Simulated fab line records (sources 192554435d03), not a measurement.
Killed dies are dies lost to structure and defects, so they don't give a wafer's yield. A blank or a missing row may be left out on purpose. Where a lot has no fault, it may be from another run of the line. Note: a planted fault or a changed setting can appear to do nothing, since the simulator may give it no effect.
Chamber matching -- flow n5 finfet -- rie diel-02 running N5_DUMMY_GATE_DESCUM_20: 4 sister chambers
The step chemistry O2, time 6.2 s. 8 wafers are shown with their chamber, then 12 later ones without.

WAFERS, EACH WITH ITS CHAMBER
wafer,chamber,drypump motor current A (A),showerhead plenum p Torr (Torr)
L085.5,1,5.4,2.11
L085.6,0,5.1,2.07
L086.1,2,6.6,2.13
L086.2,3,6.6,2.23
L086.5,3,6.6,2.23
L090.1,0,5.1,2.07
L090.2,1,5.4,2.10
L090.6,2,6.7,2.12

WAFERS WHOSE CHAMBER IS MISSING
wafer,drypump motor current A (A),showerhead plenum p Torr (Torr)
L093.1,6.6,2.12
L093.3,6.6,2.22
L093.4,5.4,2.10
L095.2,5.1,2.07
L095.4,5.4,2.10
L095.5,5.1,2.07
L094.1,5.1,2.07
L094.3,5.4,2.10
L094.6,5.4,2.10
L097.1,5.1,2.07
L097.4,6.6,2.12
L097.6,6.6,2.22

CHAMBER TAKEN BY EACH
wafer,from the rows above,in truth
L093.1,2,2
L093.3,3,3
L093.4,1,1
L095.2,0,0
L095.4,1,1
L095.5,0,0
L094.1,0,0
L094.3,1,1
L094.6,1,1
L097.1,0,0
L097.4,2,2
L097.6,3,3
Correctly placed: 12 of 12. Not placeable from these rows: 0. Placed wrongly: 0.
How it was worked out, from the rows above alone: a wafer's distance from a chamber is the root of the sum, over the readings, of the square of ((its reading less the chamber's mean) divided by the reading's scatter). If the next closest chamber is less than 2 further off than the closest, the wafer can't be placed; otherwise it belongs to the closest. The mean given for a chamber averages the wafers shown for that chamber. The scatter: take each reading less its chamber's mean, square it, sum over the shown wafers, divide by the number of wafers less the number of chambers, and take the root.
